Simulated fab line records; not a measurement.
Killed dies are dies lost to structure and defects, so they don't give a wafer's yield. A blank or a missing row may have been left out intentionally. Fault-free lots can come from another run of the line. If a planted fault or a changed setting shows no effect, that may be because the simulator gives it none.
fab line records -- flow n5_finfet
[record] lots = 10, wafers = 24, last_day = 18
route steps=1938 shown BEOL_M4@1111 BEOL_M14@1750 PASSIVATION@1936
lots untouched by any fault: they come from a run of this same line in which no faults occurred
start_h: hours from the record's first day to the start of the lot's first wafer shown -- wait_h: hours since the lot's step before -- " as in the row above -- L1.1+2: a row that stands for several wafers -- - value missing, or start not given -- * or withheld: withheld -- < > ~ a bound
route shown NAME@n: a module of which the file shows steps, and the number in the route of the first -- usual: mean/standard deviation taken from wafers without a fault -- same: alike in all rows -- chamber/n: place in a boat -- sites: readings site by site -- _std_site: how widely they spread, as a standard deviation -- _edge_site: the outer-site mean with the inner-site mean subtracted -- radius_mm: for every site, how far away it sits from the centre of the wafer -- mask NAME#n: copy n -- behind: the last tool/chamber to shape the wafer -- hold: reason for holding the lot/hours on hold/outcome of the hold -- device: transistor that didn't switch, given as n, p or np -- end of line: tests run on the same wafers once the route is complete -- step lacking rows: just its recipe -- killed: count of dies lost to structure and defects at first sort (not the wafer's yield) -- map: per-die view of a wafer (x killed, . not killed, _ where there is no die)
set.NAME: the setting as run; set.NAME@STEP: as run at that earlier step -- model.NAME: the simulator's own value behind a step, which no gauge read
one table for each step of the route and one row for each wafer, over a sample of lots
services: when a tool's chamber went out of use (start_h, in hours from the record's first day, below 0 if earlier), for how many hours, and the reason
[[steps]]
[step N5_BEOL_M4_RC_MEAS_101]
[usual] DIBL_N = 35.8/1.5, DIBL_P = 35.9/1.8, IOFF_N = 0.152/0.025, IOFF_P = 0.21/0.031, ION_N = 672/11, ION_P = 462/7.4, SS_N = 71.5/0.52, SS_P = 73.2/0.54, VT_N = 250/3, VT_P = -250/3.3
lot.wafer,tool,chamber,start_h,wait_h,DIBL_N[mV/V],DIBL_P[mV/V],IOFF_N[nA/um],IOFF_P[nA/um],ION_N[uA/um],ION_P[uA/um],SS_N[mV/dec],SS_P[mV/dec],VT_N[mV],VT_P[mV]
L415.2,prober-02,0,178.93,0.2,37.5,36.4,0.161,0.23,675,467,71.4,73.3,249,-247
L415.3,prober-02,0,178.93,0.2,38.5,38.3,0.195,0.27,690,474,72.0,73.9,244,-245
L415.5,prober-02,0,178.93,0.2,35.5,34.8,0.131,0.20,665,465,71.7,73.3,251,-248
L420.3,prober-02,0,209.16,0.3,37.0,36.6,0.143,0.19,670,459,71.6,73.8,252,-255
L420.5,prober-02,0,209.16,0.3,37.5,37.7,0.146,0.19,665,453,71.9,74.1,254,-255
L420.6,prober-02,0,209.16,0.3,35.0,33.7,0.112,0.14,661,450,71.4,72.9,256,-259
L419.5,prober-02,0,219.01,0.6,36.8,38.6,0.155,0.19,678,459,71.0,73.4,252,-252
L419.6,prober-02,0,219.01,0.6,37.5,38.5,0.170,0.20,676,463,70.9,73.9,251,-254
L423.4,prober-01,0,239.68,0.5,37.7,35.1,0.151,0.21,666,459,72.1,72.7,253,-249
L423.6,prober-01,0,239.68,0.5,37.9,34.9,0.149,0.20,662,451,72.2,73.3,255,-250
L424.4,prober-02,0,240.38,0.5,36.5,35.2,0.167,0.21,681,466,72.1,72.9,251,-246
L424.6,prober-02,0,240.38,0.5,35.9,34.6,0.151,0.20,670,462,70.9,73.4,250,-248
L426.1,prober-02,0,244.23,0.0,34.0,33.2,0.117,0.17,659,461,71.1,73.0,251,-252
L426.6,prober-02,0,244.23,0.0,34.7,34.0,0.126,0.18,666,454,71.7,73.1,253,-252
L428.1,prober-02,0,261.63,0.0,35.2,36.2,0.142,0.20,675,461,71.5,73.4,250,-252
L428.2,prober-02,0,261.63,0.0,38.9,40.1,0.205,0.27,687,475,72.3,74.0,245,-247
L434.2,prober-02,0,300.52,0.2,33.7,34.6,0.135,0.20,662,465,71.3,72.6,251,-249
L434.3,prober-02,0,300.52,0.2,33.9,34.2,0.133,0.19,664,455,71.8,73.0,253,-251
L434.6,prober-02,0,300.52,0.2,34.5,34.7,0.145,0.20,653,455,71.4,73.2,254,-252
L435.1,prober-01,0,303.34,0.0,36.0,35.4,0.146,0.22,676,467,71.5,73.1,251,-249
L435.4,prober-01,0,303.34,0.0,35.9,35.9,0.154,0.23,678,466,71.8,73.0,246,-248
L435.6,prober-01,0,303.34,0.0,35.4,35.1,0.144,0.21,693,468,71.3,72.4,251,-248
L436.1,prober-02,0,321.00,0.0,35.6,35.7,0.151,0.21,666,465,71.9,73.4,251,-251
L436.4,prober-02,0,321.00,0.0,35.0,34.9,0.137,0.19,675,472,71.3,72.8,256,-253
[step N5_BEOL_M14_ETCH_67]
[recipe] chemistry = CF4, target = SiARC, target_depth_a = 1430, time_s = 238.3, ion_energy_ev = 80, pressure_mtorr = 40, source_w = 545, bias_w = 36, Ar_flow_sccm = 100, cf4_flow_sccm = 100, ends = cleared
[usual] cf4_flow_sccm = 99.98/0.27, drypump_motor_current_A = 5.6/0.48, etch_rf_on_time_s = 239/3.5, oes_product_au = 0.70/0.059, rf_vpp_V = 183.8/1.1, showerhead_plenum_p_Torr = 2.13/0.072, throttle_valve_pct = 15.53/0.25
lot.wafer,tool,chamber,start_h,wait_h,cf4_flow_sccm,drypump_motor_current_A,etch_rf_on_time_s,oes_product_au,rf_hours_counter_h,rf_vpp_V,showerhead_plenum_p_Torr,throttle_valve_pct
L415.2,rie_diel-03,0,256.42,0.0,99.70,6.1,234,0.73,51,183.1,2.09,15.77
L415.3,rie_diel-03,3,256.42,0.0,100.42,5.1,243,0.61,179,184.6,2.23,15.79
L415.5,rie_diel-03,3,256.42,0.0,100.02,5.1,242,0.62,-,184.3,2.23,15.81
L420.3,rie_diel-02,1,288.44,0.0,99.91,6.4,240,0.74,40,182.9,2.09,15.07
L420.5,rie_diel-02,3,288.44,0.0,99.74,5.3,235,0.73,-,185.1,2.25,15.40
L420.6,rie_diel-02,1,288.44,0.0,99.58,6.4,239,0.75,-,184.8,2.09,15.09
L419.5,rie_diel-03,2,305.22,0.1,100.09,5.9,242,0.79,-,183.4,2.09,15.24
L419.6,rie_diel-03,3,305.22,0.1,99.94,5.2,242,0.60,-,186.5,2.22,15.84
L424.4,rie_diel-03,2,317.92,0.0,99.83,5.9,241,0.77,18,183.2,2.09,15.26
L424.6,rie_diel-03,0,317.92,0.0,99.63,6.1,236,0.71,-,183.6,2.08,15.81
L423.4,rie_diel-02,2,318.96,0.0,99.95,5.1,232,0.67,112,183.1,2.06,15.51
L423.6,rie_diel-02,0,318.96,0.0,100.34,5.1,233,0.79,-,186.0,2.28,15.68
L426.1,rie_diel-03,0,325.53,0.0,99.84,6.1,239,0.69,79,182.1,2.08,15.84
L426.6,rie_diel-03,2,325.53,0.0,99.88,5.9,242,0.77,-,183.3,2.09,15.25
L428.1,rie_diel-02,3,337.86,0.0,99.89,5.3,240,0.71,85,185.0,2.24,15.42
L428.2,rie_diel-02,1,337.86,0.0,100.06,6.4,236,0.73,58,182.4,2.09,15.10
L434.2,rie_diel-02,2,369.84,0.0,100.04,5.1,239,0.66,131,181.4,2.05,15.56
L434.3,rie_diel-02,1,369.84,0.0,99.84,6.4,240,0.72,69,183.4,2.08,15.14
L434.6,rie_diel-02,2,369.84,0.0,99.77,5.2,238,0.65,-,183.0,2.05,15.54
L435.1,rie_diel-03,0,384.16,0.0,99.73,6.1,236,0.68,100,183.9,2.07,15.87
L435.4,rie_diel-03,2,384.16,0.0,99.63,5.8,242,0.74,-,183.5,2.08,15.31
L435.6,rie_diel-03,0,384.16,0.0,100.18,6.2,236,0.68,-,182.9,2.07,15.87
L436.1,rie_diel-02,0,403.72,0.0,99.71,5.1,238,0.74,39,184.8,2.27,15.74
L436.4,rie_diel-02,3,403.72,0.0,100.14,5.3,238,0.70,-,184.3,2.24,15.43
[step N5_BEOL_M14_DEGAS_41]
[recipe] ambient = vacuum, temp_c = 300, time_s = 60
[usual] heater_power_w = 464/61
lot.wafer,tool,chamber,start_h,wait_h,heater_power_w
L415.2,pvd_sputter-02,-,258.28,0.5,487
L415.3,pvd_sputter-02,-,258.28,0.5,508
L415.5,pvd_sputter-02,-,258.28,0.5,517
L420.3,pvd_sputter-01,-,289.43,0.0,410
L420.5,pvd_sputter-01,-,289.43,0.0,444
L420.6,pvd_sputter-01,-,289.43,0.0,366
L419.5,pvd_sputter-01,-,308.32,0.2,407
L419.6,pvd_sputter-01,-,308.32,0.2,437
L424.4,pvd_sputter-02,-,320.17,0.9,491
L424.6,pvd_sputter-02,-,320.17,0.9,488
L423.4,pvd_sputter-02,-,321.01,0.4,387
L423.6,pvd_sputter-02,-,321.01,0.4,385
L426.1,pvd_sputter-02,-,329.91,0.6,509
L426.6,pvd_sputter-02,-,329.91,0.6,511
L428.1,pvd_sputter-01,-,341.45,0.3,409
L428.2,pvd_sputter-01,-,341.45,0.3,441
L434.2,pvd_sputter-01,-,372.52,0.4,410
L434.3,pvd_sputter-01,-,372.52,0.4,375
L434.6,pvd_sputter-01,-,372.52,0.4,376
L435.1,pvd_sputter-03,-,385.29,0.3,390
L435.4,pvd_sputter-03,-,385.29,0.3,508
L435.6,pvd_sputter-03,-,385.29,0.3,578
L436.1,pvd_sputter-01,-,409.82,0.4,416
L436.4,pvd_sputter-01,-,409.82,0.4,415
[step N5_BEOL_M14_ANNEAL_48]
[recipe] temp_c = 225, time_s = 90, ambient = N2
[usual] wafer_temp_C_max = 225.74/0.23
lot.wafer,tool,chamber,start_h,wait_h,wafer_temp_C_max
L415.2,rtp_anneal-02,0,259.07,0.4,225.63
L415.3,rtp_anneal-02,0,259.07,0.4,225.95
L415.5,rtp_anneal-02,0,259.07,0.4,225.94
L420.3,rtp_anneal-02,0,290.16,0.3,225.84
L420.5,rtp_anneal-02,0,290.16,0.3,225.86
L420.6,rtp_anneal-02,0,290.16,0.3,225.58
L419.5,rtp_anneal-01,0,309.02,0.2,225.81
L419.6,rtp_anneal-01,0,309.02,0.2,225.63
L424.4,rtp_anneal-01,0,320.85,0.2,225.81
L424.6,rtp_anneal-01,0,320.85,0.2,225.73
L423.4,rtp_anneal-01,0,321.69,0.2,225.57
L423.6,rtp_anneal-01,0,321.69,0.2,225.38
L426.1,rtp_anneal-01,0,330.56,0.2,225.59
L426.6,rtp_anneal-01,0,330.56,0.2,225.70
L428.1,rtp_anneal-02,0,342.00,0.1,225.47
L428.2,rtp_anneal-02,0,342.00,0.1,225.49
L434.2,rtp_anneal-02,0,373.11,0.2,225.78
L434.3,rtp_anneal-02,0,373.11,0.2,226.28
L434.6,rtp_anneal-02,0,373.11,0.2,225.98
L435.1,rtp_anneal-02,0,385.97,0.2,225.84
L435.4,rtp_anneal-02,0,385.97,0.2,225.79
L435.6,rtp_anneal-02,0,385.97,0.2,225.50
L436.1,rtp_anneal-02,0,410.37,0.1,225.59
L436.4,rtp_anneal-02,0,410.37,0.1,226.07
[step N5_BEOL_M14_CMP_49]
[recipe] stop_on = SiO2, t_overpolish_s = 5.2, down_force_psi = 2, platen_rpm = 80, clearing_platen_down_force_psi = 2, clearing_platen_rpm = 80, post_cmp_clean = cu_alkaline, target_thk_nm = 560, clearing_platen_pad_velocity_m_s = 1.5917, pad_velocity_m_s = 1.5917
[usual] barrier_field_endpoint_s = 11.21/0.28, motor_current_A = 8.0/0.94, overpolish_run_s = 5.200/0.0087, time_to_endpoint_s = 119/4.5
lot.wafer,tool,chamber,start_h,wait_h,barrier_field_endpoint_s,motor_current_A,overpolish_run_s,time_to_endpoint_s
L415.3,cmp-03,1,259.32,0.2,10.90,9.6,5.192,115
L415.2,cmp-03,0,259.32,0.2,11.30,7.1,5.196,121
L415.5,cmp-03,1,259.32,0.2,10.99,9.6,5.193,114
L420.3,cmp-04,0,290.41,0.2,11.27,7.9,5.213,123
L420.5,cmp-04,3,290.41,0.2,11.36,8.3,5.216,124
L420.6,cmp-04,0,290.41,0.2,11.21,8.0,5.195,120
L419.5,cmp-03,1,309.29,0.2,11.02,9.9,5.186,118
L419.6,cmp-03,2,309.29,0.2,11.27,8.2,5.189,122
L424.4,cmp-03,3,321.05,0.2,11.35,7.0,5.182,121
L424.6,cmp-03,3,321.05,0.2,11.39,6.9,5.178,122
L423.4,cmp-03,1,321.96,0.2,11.15,9.4,5.202,115
L423.6,cmp-03,2,321.96,0.2,23.49,8.4,2.507,160
L426.1,cmp-03,2,330.97,0.4,22.28,8.0,3.720,159
L426.6,cmp-03,0,330.97,0.4,22.42,6.7,3.580,159
L428.2,cmp-03,1,342.29,0.2,11.47,9.9,5.213,118
L428.1,cmp-03,0,342.29,0.2,23.22,6.5,2.783,158
L434.2,cmp-04,2,373.37,0.2,11.07,7.0,5.210,116
L434.3,cmp-04,1,373.37,0.2,11.13,8.5,5.204,113
L434.6,cmp-04,2,373.37,0.2,11.37,7.4,5.191,120
L435.4,cmp-02,0,386.30,0.2,10.91,7.9,5.199,118
L435.1,cmp-02,1,386.30,0.2,10.92,6.8,5.195,117
L435.6,cmp-02,0,386.30,0.2,10.81,7.8,5.203,114
L436.4,cmp-04,3,410.84,0.3,10.91,8.3,5.189,115
L436.1,cmp-04,1,410.84,0.3,10.91,7.9,5.190,120
[step N5_BEOL_M14_THK_MEAS_50]
[recipe] thk_meas_gauge = xrf, reads = Cu_of_BEOL_M14_ECD_47
[usual] M14_THK = 540/9.1
lot.wafer,tool,chamber,start_h,wait_h,M14_THK[nm]
L415.2,film_metro-01,-,259.62,-,545
L415.3,film_metro-01,-,259.62,-,534
L415.5,film_metro-01,-,259.62,-,534
L420.3,film_metro-02,-,290.67,-,538
L420.5,film_metro-02,-,290.67,-,542
L420.6,film_metro-02,-,290.67,-,534
L419.5,film_metro-01,-,309.44,-,533
L419.6,film_metro-01,-,309.44,-,531
L424.4,film_metro-01,-,321.31,-,533
L424.6,film_metro-01,-,321.31,-,542
L423.4,film_metro-01,-,322.15,-,547
L423.6,film_metro-01,-,322.15,-,1016
L426.1,film_metro-01,-,331.15,-,987
L426.6,film_metro-01,-,331.15,-,998
L428.1,film_metro-02,-,342.59,-,981
L428.2,film_metro-02,-,342.59,-,543
L434.2,film_metro-01,-,373.66,-,543
L434.3,film_metro-01,-,373.66,-,542
L434.6,film_metro-01,-,373.66,-,536
L435.1,film_metro-02,-,386.56,-,549
L435.4,film_metro-02,-,386.56,-,530
L435.6,film_metro-02,-,386.56,-,549
L436.1,film_metro-01,-,411.13,-,544
L436.4,film_metro-01,-,411.13,-,537
[step N5_BEOL_M14_INSPECT_55]
[recipe] inspect_instrument = darkfield, mode = post_dep
[usual] raw_defect_count = 70/23
lot.wafer,tool,chamber,start_h,wait_h,raw_defect_count
L415.2,defect_inspect-02,-,259.80,0.0,52
L415.3,defect_inspect-02,-,259.80,0.0,36
L415.5,defect_inspect-02,-,259.80,0.0,37
L420.3,defect_inspect-01,-,290.82,0.0,53
L420.5,defect_inspect-01,-,290.82,0.0,72
L420.6,defect_inspect-01,-,290.82,0.0,92
L419.5,defect_inspect-02,-,309.59,0.0,69
L419.6,defect_inspect-02,-,309.59,0.0,60
L424.4,defect_inspect-02,-,321.46,0.0,50
L424.6,defect_inspect-02,-,321.46,0.0,74
L423.4,defect_inspect-02,-,322.30,0.0,93
L423.6,defect_inspect-02,-,322.30,0.0,6413
L426.1,defect_inspect-01,-,331.31,0.0,6419
L426.6,defect_inspect-01,-,331.31,0.0,6623
L428.1,defect_inspect-02,-,342.74,0.0,6438
L428.2,defect_inspect-02,-,342.74,0.0,60
L434.2,defect_inspect-02,-,373.84,0.0,84
L434.3,defect_inspect-02,-,373.84,0.0,62
L434.6,defect_inspect-02,-,373.84,0.0,82
L435.1,defect_inspect-01,-,386.74,0.0,96
L435.4,defect_inspect-01,-,386.74,0.0,93
L435.6,defect_inspect-01,-,386.74,0.0,68
L436.1,defect_inspect-02,-,411.29,0.0,93
L436.4,defect_inspect-02,-,411.29,0.0,134
[step N5_PASSIVATION_PROBE_49]
[usual] defect_limited_yield = 91.7/1.7, killed_at_M0_to_M3 = 34/10, killed_at_M4_up = 13/5.1, killed_at_contacts = 12/6.2, killed_at_front_end = 36/12, killed_at_other = 3.2/2.6, killed_dies = 98/20, killed_on_rim = 13/4.5, killed_open = 65/13, killed_short = 32/8.4, sort_bin_5_function = 4.8/1.1, sort_bin_6_memory = 3.2/0.74, sort_bin_8_speed = 0.00/0.012, sort_n_pass = 1082/20, sort_yield_pct = 91.7/1.7
[same] gross_dies = 1180, killed_at_back_side = 0, sort_bin_4_leakage[%] = 0
lot.wafer,tool,chamber,start_h,wait_h,defect_limited_yield[%],killed_at_M0_to_M3,killed_at_M4_up,killed_at_contacts,killed_at_front_end,killed_at_other,killed_dies,killed_on_rim,killed_open,killed_short,sort_bin_5_function[%],sort_bin_6_memory[%],sort_bin_8_speed[%],sort_n_pass,sort_yield_pct[%]
L415.2,prober-01,-,279.94,0.1,93.5,28,16,9,22,2,77,11,53,21,3.9,2.5,0,1103,93.5
L415.3,prober-01,-,279.99,0.1,93.6,40,10,11,15,0,76,6,54,21,3.3,3.0,0,1104,93.6
L415.5,prober-01,-,280.09,0.2,92.9,23,13,11,35,2,84,2,48,36,3.7,3.2,0,1096,92.9
L420.3,prober-02,-,319.39,0.1,91.6,35,14,14,28,8,99,15,76,23,4.8,3.5,0,1081,91.6
L420.5,prober-02,-,319.49,0.2,89.7,30,8,8,72,4,122,16,83,36,5.8,4.2,0,1058,89.7
L420.6,prober-02,-,319.54,0.3,89.7,40,8,13,59,2,122,14,82,40,6.7,3.2,0,1058,89.7
L419.5,prober-02,-,327.34,0.2,93.1,22,13,3,41,2,81,16,45,27,3.5,2.3,0,1099,93.1
L419.6,prober-02,-,327.39,0.3,93.4,16,8,14,38,2,78,12,56,22,3.6,2.8,0,1102,93.4
L424.4,prober-01,-,340.57,0.2,94.0,16,12,15,25,3,71,8,47,24,3.4,2.2,0,1109,94.0
L424.6,prober-01,-,340.67,0.3,93.2,31,7,13,29,0,80,9,54,26,3.6,3.1,0,1100,93.2
L423.4,prober-02,-,345.29,0.2,90.3,41,18,14,36,5,114,8,74,40,5.8,3.6,0,1066,90.3
L423.6,prober-02,-,345.39,0.3,0,49,1060,30,37,4,1180,152,90,44,6.9,4.1,0,0,0
L426.1,prober-01,-,350.89,0.0,0,29,1113,14,23,1,1180,152,54,22,4.0,2.5,0,0,0
L426.6,prober-01,-,351.14,0.3,0,32,1100,13,34,1,1180,152,69,25,5.1,2.8,0,0,0
L428.1,prober-01,-,362.68,0.0,0,28,1100,10,37,5,1180,152,56,31,4.7,2.5,0,0,0
L428.2,prober-01,-,362.73,0.1,92.7,50,4,8,22,2,86,11,63,23,4.2,3.1,0,1094,92.7
L434.2,prober-02,-,395.45,0.1,91.0,36,25,10,35,0,106,19,75,30,4.5,4.0,0,1074,91.0
L434.3,prober-02,-,395.50,0.1,90.2,37,22,9,46,2,116,19,76,39,5.8,3.5,0,1064,90.2
L434.6,prober-02,-,395.65,0.3,90.3,43,22,9,41,0,115,12,85,29,5.9,3.6,0.08,1064,90.2
L435.1,prober-02,-,412.92,0.0,90.8,39,9,14,42,5,109,11,78,30,5.5,3.1,0,1071,90.8
L435.4,prober-02,-,413.07,0.2,93.4,27,6,8,33,4,78,9,47,29,3.9,2.4,0,1102,93.4
L435.6,prober-02,-,413.17,0.3,91.3,30,13,12,42,6,103,13,70,31,5.9,2.5,0,1077,91.3
L436.1,prober-01,-,434.16,0.0,92.5,28,10,25,23,2,88,12,66,22,4.2,2.9,0,1092,92.5
L436.4,prober-01,-,434.31,0.2,93.2,24,19,12,22,3,80,8,57,23,4.1,2.7,0,1100,93.2
// killed by level:class
L415.2 MOL_CONTACT_COAG:geometric_particle:open=7 STI_FIN_REVEAL:geometric_particle:open=5 DUMMY_GATE:geometric_particle:open=5 BEOL_M0_SAQP:geometric_particle:open=5 BEOL_M0_SAQP:geometric_particle:short=5 BEOL_M2:geometric_particle:open=5 BEOL_M3:geometric_particle:open=5 BEOL_M5:geometric_particle:open=5
L415.3 MOL_CONTACT_COAG:geometric_particle:open=9 BEOL_M2:geometric_particle:open=9 BEOL_M0_SAQP:geometric_particle:short=8 BEOL_M3:geometric_particle:open=8 BEOL_M0_SAQP:geometric_particle:open=7 STI_FIN_REVEAL:geometric_particle:open=5 BEOL_M1:geometric_particle:open=5 DUMMY_GATE:geometric_particle:open=3
L415.5 GATE_CUT:geometric_particle:short=9 MOL_CONTACT_COAG:geometric_particle:open=7 BEOL_M1:geometric_particle:open=6 MOL_CONTACT_COAG:geometric_particle:short=4 STARTING-WAFER:geometric_particle:open=4 BEOL_M1:geometric_particle:short=4 BEOL_M3:geometric_particle:short=4 BEOL_M4:geometric_particle:open=4
L420.3 MOL_CONTACT_COAG:geometric_particle:open=12 BEOL_M2:geometric_particle:open=10 BEOL_M4:geometric_particle:open=8 STI_FIN_REVEAL:geometric_particle:open=7 BEOL_M3:geometric_particle:open=7 BEOL_M1:geometric_particle:open=6 BEOL_M0_SAQP:geometric_particle:open=5 FIN_SAQP:geometric_particle:short=4
L420.5 FIN_SAQP:geometric_particle:open=15 FIN_SAQP:geometric_particle:short=12 STI_FIN_REVEAL:geometric_particle:open=11 MOL_CONTACT_COAG:geometric_particle:open=8 BEOL_M3:geometric_particle:open=8 DUMMY_GATE:geometric_particle:open=6 GATE_CUT:geometric_particle:open=6 BEOL_M0_SAQP:geometric_particle:open=6
L420.6 BEOL_M3:geometric_particle:open=14 FIN_SAQP:geometric_particle:open=13 MOL_CONTACT_COAG:geometric_particle:open=9 FIN_SAQP:geometric_particle:short=6 DUMMY_GATE:geometric_particle:short=6 DUMMY_GATE:geometric_particle:open=6 ILD0:geometric_particle:open=6 BEOL_M0_SAQP:geometric_particle:open=6
L419.5 FIN_SAQP:geometric_particle:open=10 HKMG_FIN:area_etch=9 FIN_SAQP:geometric_particle:short=8 BEOL_M3:geometric_particle:open=7 STI_FIN_REVEAL:geometric_particle:open=6 BEOL_M0_SAQP:geometric_particle:short=4 MOL_CONTACT_COAG:geometric_particle:open=3 BEOL_M0:geometric_particle:open=3
L419.6 MOL_CONTACT_COAG:geometric_particle:open=12 STI_FIN_REVEAL:geometric_particle:open=9 FIN_SAQP:geometric_particle:short=7 BEOL_M3:geometric_particle:open=6 FIN_SAQP:geometric_particle:open=5 STARTING-WAFER:geometric_particle:open=5 BEOL_M1:geometric_particle:open=4 BEOL_M2:geometric_particle:open=3
L424.4 MOL_CONTACT_COAG:geometric_particle:open=12 BEOL_M4:geometric_particle:open=8 GATE_CUT:geometric_particle:short=6 FIN_SAQP:geometric_particle:open=5 BEOL_M0_SAQP:geometric_particle:open=5 FIN_SAQP:geometric_particle:short=4 GATE_CUT:geometric_particle:open=3 MOL_CONTACT_COAG:geometric_particle:short=3
L424.6 MOL_CONTACT_COAG:geometric_particle:open=10 BEOL_M2:geometric_particle:open=9 FIN_SAQP:geometric_particle:open=7 GATE_CUT:geometric_particle:short=5 BEOL_M3:geometric_particle:short=5 FIN_SAQP:geometric_particle:short=4 BEOL_M0_SAQP:geometric_particle:open=4 BEOL_M1:geometric_particle:open=4
L423.4 FIN_SAQP:geometric_particle:open=12 BEOL_M3:geometric_particle:open=10 BEOL_M0_SAQP:geometric_particle:short=9 MOL_CONTACT_COAG:geometric_particle:open=8 BEOL_M4:geometric_particle:open=8 FIN_SAQP:geometric_particle:short=7 BEOL_M2:geometric_particle:open=7 STI_FIN_REVEAL:geometric_particle:open=6
L423.6 BEOL_M14:area_cmp=1046 MOL_CONTACT_COAG:geometric_particle:open=26 BEOL_M2:geometric_particle:open=12 FIN_SAQP:geometric_particle:short=11 BEOL_M0_SAQP:geometric_particle:open=9 STI_FIN_REVEAL:geometric_particle:open=7 BEOL_M0_SAQP:geometric_particle:short=7 BEOL_M3:geometric_particle:open=7
L426.1 BEOL_M14:area_cmp=1102 MOL_CONTACT_COAG:geometric_particle:open=14 FIN_SAQP:geometric_particle:short=5 BEOL_M1:geometric_particle:open=5 BEOL_M2:geometric_particle:open=5 STARTING-WAFER:geometric_particle:short=4 BEOL_M0_SAQP:geometric_particle:open=4 BEOL_M0_SAQP:geometric_particle:short=4
L426.6 BEOL_M14:area_cmp=1085 MOL_CONTACT_COAG:geometric_particle:open=11 BEOL_M0_SAQP:geometric_particle:open=11 FIN_SAQP:geometric_particle:short=8 BEOL_M2:geometric_particle:open=8 BEOL_M4:geometric_particle:open=7 FIN_SAQP:geometric_particle:open=4 STI_FIN_REVEAL:geometric_particle:open=4
L428.1 BEOL_M14:area_cmp=1092 MOL_CONTACT_COAG:geometric_particle:open=9 DUMMY_GATE:geometric_particle:open=7 FIN_SAQP:geometric_particle:short=6 BEOL_M0_SAQP:geometric_particle:short=6 FIN_SAQP:geometric_particle:open=5 STI_FIN_REVEAL:geometric_particle:open=5 BEOL_M1:geometric_particle:open=5
L428.2 BEOL_M0_SAQP:geometric_particle:open=19 BEOL_M0_SAQP:geometric_particle:short=9 BEOL_M3:geometric_particle:open=8 BEOL_M2:geometric_particle:open=7 MOL_CONTACT_COAG:geometric_particle:open=6 DUMMY_GATE:geometric_particle:open=5 FIN_SAQP:geometric_particle:open=4 BEOL_M3:geometric_particle:short=4
L434.2 BEOL_M4:geometric_particle:open=16 BEOL_M2:geometric_particle:open=13 MOL_CONTACT_COAG:geometric_particle:open=9 GATE_CUT:geometric_particle:short=6 BEOL_M3:geometric_particle:open=6 STI_FIN_REVEAL:geometric_particle:open=5 FIN_SAQP:geometric_particle:short=4 DUMMY_GATE:geometric_particle:open=4
L434.3 FIN_SAQP:geometric_particle:short=15 FIN_SAQP:geometric_particle:open=11 BEOL_M2:geometric_particle:open=11 BEOL_M3:geometric_particle:open=10 BEOL_M4:geometric_particle:open=8 MOL_CONTACT_COAG:geometric_particle:open=7 BEOL_M0_SAQP:geometric_particle:open=6 DUMMY_GATE:geometric_particle:open=5
L434.6 BEOL_M4:geometric_particle:open=12 BEOL_M2:geometric_particle:open=11 FIN_SAQP:geometric_particle:open=9 MOL_CONTACT_COAG:geometric_particle:open=8 BEOL_M0_SAQP:geometric_particle:short=8 BEOL_M1:geometric_particle:open=8 FIN_SAQP:geometric_particle:short=6 STI_FIN_REVEAL:geometric_particle:open=6
L435.1 MOL_CONTACT_COAG:geometric_particle:open=11 FIN_SAQP:geometric_particle:open=10 BEOL_M2:geometric_particle:open=8 BEOL_M0_SAQP:geometric_particle:short=7 BEOL_M1:geometric_particle:open=6 BEOL_M3:geometric_particle:open=6 DUMMY_GATE:geometric_particle:open=5 BEOL_M0_SAQP:geometric_particle:open=5
L435.4 BEOL_M2:geometric_particle:open=7 ILD0:geometric_particle:short=6 BEOL_M0_SAQP:geometric_particle:short=6 MOL_CONTACT_COAG:geometric_particle:open=5 BEOL_M1:geometric_particle:open=5 FIN_SAQP:geometric_particle:short=4 FIN_SAQP:geometric_particle:open=4 STI_FIN_REVEAL:geometric_particle:open=4
L435.6 FIN_SAQP:geometric_particle:short=12 BEOL_M4:geometric_particle:open=10 MOL_CONTACT_COAG:geometric_particle:open=9 FIN_SAQP:geometric_particle:open=8 STI_FIN_REVEAL:geometric_particle:open=7 BEOL_M1:geometric_particle:open=6 BEOL_M0_SAQP:geometric_particle:open=5 BEOL_M0_SAQP:geometric_particle:short=4
L436.1 MOL_CONTACT_COAG:geometric_particle:open=20 BEOL_M0_SAQP:geometric_particle:open=11 BEOL_M4:geometric_particle:open=7 BEOL_M0_SAQP:geometric_particle:short=6 BEOL_M1:geometric_particle:open=6 MOL_CONTACT_COAG:geometric_particle:short=5 STARTING-WAFER:geometric_particle:open=4 FIN_SAQP:geometric_particle:open=3
L436.4 FIN_SAQP:geometric_particle:open=10 MOL_CONTACT_COAG:geometric_particle:open=10 BEOL_M0_SAQP:geometric_particle:short=8 BEOL_M1:geometric_particle:open=6 BEOL_M4:geometric_particle:open=6 BEOL_M5:geometric_particle:open=6 BEOL_M0_SAQP:geometric_particle:open=3 BEOL_M2:geometric_particle:open=3
[[services]]
tool,chamber,start_h,hours,kind
cmp-04,-,249.41,4.6,pm
pvd_sputter-01,-,260.51,3.0,repair
rie_diel-02,3,277.74,6.1,repair
cmp-04,-,293.47,3.0,repair
cmp-04,-,297.69,3.6,repair
rie_diel-02,-,307.01,4.3,pm
cmp-03,-,310.81,1.6,repair
cmp-02,-,311.44,6.1,pm
cmp-03,-,316.38,4.0,pm
rie_diel-02,0,321.23,8.0,repair
cmp-04,-,326.54,7.1,pm
cmp-02,-,333.42,0.7,repair
cmp-02,-,335.14,4.6,repair
cmp-04,-,336.19,2.5,repair
cmp-03,-,343.22,4.0,pm
cmp-04,-,348.12,2.1,repair
rie_diel-03,3,348.19,4.0,repair
cmp-03,-,362.01,5.8,pm
rie_diel-03,1,368.65,27.6,repair
rie_diel-02,3,373.97,29.1,repair
cmp-03,-,384.48,1.9,repair
cmp-04,-,390.05,1.7,repair
pvd_sputter-01,-,395.24,4.6,repair
cmp-04,-,403.52,1.9,repair
[[key]]
[first_sign] step = N5_BEOL_M14_CMP_49, reading = overpolish_run_s, direction = down, sigmas = 99+, usual = 5.200, struck = 3.147
[effect] step = N5_BEOL_M14_CMP_49, reading = barrier_field_endpoint_s, direction = up, sigmas = 41, usual = 11.21, struck = 22.85
[effect] step = N5_BEOL_M14_THK_MEAS_50, reading = M14_THK, direction = up, sigmas = 50, usual = 540, struck = 995
[effect] step = N5_BEOL_M14_INSPECT_55, reading = raw_defect_count, direction = up, sigmas = 99+, usual = 70, struck = 6473
[effect] step = N5_PASSIVATION_PROBE_49, reading = killed_at_M4_up, direction = up, sigmas = 99+, usual = 13, struck = 1093
[more_kills_born_at] N5_BEOL_M14_CMP_49@cmp-03 = 4325
met_at N5_BEOL_M14_CMP_49
struck_lots L423,L426,L428
struck_wafers L423.6,L426.1,L426.6,L428.1
later_rows_left_out L423.6,L426.1,L426.6,L428.1
not_acting_at N5_BEOL_M14_ETCH_67,N5_BEOL_M14_DEGAS_41,N5_BEOL_M14_ANNEAL_48
onset_between 321.05 321.96
[fault] kind = process_parameter_drift, tool = cmp-03, chamber = -, onset_h = 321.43, steps = N5_BEOL_M14_CMP_49, channel = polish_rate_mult, offset = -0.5, shape = step, end_h = 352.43, scope = struck_wafers_only
// later_rows_left_out: the simulator's readings of these wafers behind a module that went badly wrong aren't trusted and aren't shown, but for the sort
